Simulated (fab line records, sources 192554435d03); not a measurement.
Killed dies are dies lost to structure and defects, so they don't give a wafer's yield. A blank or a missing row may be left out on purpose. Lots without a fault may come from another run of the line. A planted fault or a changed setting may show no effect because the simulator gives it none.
A struck lot beside a sound one | flow n5_finfet | 36 steps out of a route of 1938
Sound: wafers L727.4, L727.5, L727.6. Struck: wafers L728.1, L728.2, L728.3. The cause comes at the end.
At each step with rows: each side's tool, then ch and its chambers, then its first start. Under that, the readings that differ: sound wafers | struck wafers | difference of the means | sigmas: that difference in standard deviations of wafers without a fault.
alike: readings whose means differ by less than 2 such deviations, and words and numbers that are the same on both sides. not compared: withheld readings, readings that some wafer has no value for, bounds like >300 that may hide the same value, and numbers for which the record gives no deviation and whose values overlap.
The two part at a step that has a row with sigmas, a row that says differs or no value, or rows on one side only. Numbers that don't overlap but have no deviation are shown without sigmas and don't part them. A reading that every wafer of one side lacks parts them only if that side has two wafers or more.

first, 9 steps without rows for these wafers: N5_WELL_APT_COAT_19 (resist thk 950 nm); N5_WELL_APT_EBR_21; N5_WELL_APT_SOFTBAKE_20 (time 60 s); N5_WELL_APT_EXPOSE_22 (exposes mask PWELL, defocus 0 nm, target cd 200 nm); N5_WELL_APT_PEB_23 (peb time 90 s); N5_WELL_APT_DEVELOP_24 (develop time 45 s); N5_WELL_APT_HARDBAKE_29 (time 120 s); N5_WELL_APT_DESCUM_30 (chemistry O2, time 7.9 s); N5_WELL_APT_IMPLANT_31.
N5_WELL_APT_IMPLANT_32:
  sound on implanter-02 ch 0, day 4 09:52; struck on implanter-01 ch 0, day 4 15:23
  reading            | sound                            | struck                           | difference  | sigmas
  dose_ions_cm2      | 1.9985e+13 1.9988e+13 1.9992e+13 | 2.8028e+13 2.8039e+13 2.8002e+13 | +8.0347e+12 | +99 or more
  faraday_current_uA | 254 256 251                      | 359 357 354                      | +103        | +21
  alike: end_station_pressure_torr
then, 25 steps without rows for these wafers: N5_WELL_APT_STRIP_33 (strips in SPM, time 900 s); N5_WELL_APT_RTA_34 (time 10 s); N5_WELL_APT_OXIDE_STRIP_42 (strips SiO2 in dHF, time 45 s, target depth 12 nm); N5_WELL_APT_PRECLEAN_36 (cleans in O3/DIW, time 45 s); N5_WELL_APT_PRECLEAN_39 (cleans in dHF, time 60 s); N5_WELL_APT_SRD_37 (time 30 s); N5_WELL_APT_EPI_41 (deposits Si from SiH4/H2, target thk 50 nm, time 297.7 s); N5_PMOS_HMC_CHANNEL_EPI_HM_DEP_34 (deposits SiO2 from TEOS/O2, target thk 36 nm, time 6.9 s); N5_PMOS_HMC_CHANNEL_EPI_COAT_31 (time 60 s, resist thk 66 nm); N5_PMOS_HMC_CHANNEL_EPI_COAT_03 (resist thk 205 nm); N5_PMOS_HMC_CHANNEL_EPI_EBR_05; N5_PMOS_HMC_CHANNEL_EPI_SOFTBAKE_04 (time 60 s); N5_PMOS_HMC_CHANNEL_EPI_EXPOSE_06 (exposes mask PMOS HMC BLK, target cd 240 nm); N5_PMOS_HMC_CHANNEL_EPI_PEB_07 (peb time 60 s); N5_PMOS_HMC_CHANNEL_EPI_DEVELOP_08 (develop time 30 s); N5_PMOS_HMC_CHANNEL_EPI_DESCUM_14 (chemistry O2, time 7.9 s); N5_PMOS_HMC_CHANNEL_EPI_ETCH_32 (etches BARC in N2/H2, stops on SiO2, target depth 85.8 nm, time 50.3 s); N5_PMOS_HMC_CHANNEL_EPI_HM_OPEN_15 (chemistry CHF3/O2, target SiO2, target depth 40.6 nm, time 20.3 s); N5_PMOS_HMC_CHANNEL_EPI_STRIP_33 (strips in N2/H2); N5_PMOS_HMC_CHANNEL_EPI_STRIP_17 (strips in SPM, time 750 s); N5_PMOS_HMC_CHANNEL_EPI_ETCH_38 (etches SiO2 in CF4, target depth 1.5 nm); N5_PMOS_HMC_CHANNEL_EPI_FIN_RECESS_16 (chemistry HBr/Cl2, target Si, target depth 54 nm, time 18 s); N5_PMOS_HMC_CHANNEL_EPI_PRECLEAN_36 (cleans in O3/DIW, time 45 s); N5_PMOS_HMC_CHANNEL_EPI_PRECLEAN_18 (cleans in DHF, time 30 s); N5_PMOS_HMC_CHANNEL_EPI_SRD_19 (time 30 s).
-- the record jumps here: 7 days lie between the struck wafers' starts before and after (it left off in module PMOS_HMC_CHANNEL_EPI and takes up again in module BEOL_M4, whose first step shown is number 1111 of the route) --
N5_BEOL_M4_RC_MEAS_101:
  sound on prober-01 ch 0, day 11 14:02; struck on prober-01 ch 0, day 11 21:13
  reading             | sound                      | struck                     | difference | sigmas
  CJ_N                | 4.44 4.48 4.51             | 5.30 5.20 5.23             | +0.77      | +9
  IOFF_N_LONG (nA/um) | 5.75e-05 5.74e-05 5.74e-05 | 6.35e-05 6.27e-05 6.25e-05 | +5.47e-06  | +2
  RS_PWELL (ohm/sq)   | 3027 3049 2999             | 2956 2945 2957             | -72        | -3
  alike: DIBL_N, DIBL_P, IOFF_N, IOFF_P, ION_N, ION_P, SS_N, SS_P, VT_N, VT_P

WHERE THEY PART
First at N5_WELL_APT_IMPLANT_32; last, within this record, at N5_BEOL_M4_RC_MEAS_101.

WHY: what the simulator had put in
Process parameter drift: implanter-01, from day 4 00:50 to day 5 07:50, at N5_WELL_APT_IMPLANT_32. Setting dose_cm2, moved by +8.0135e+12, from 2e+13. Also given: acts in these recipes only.
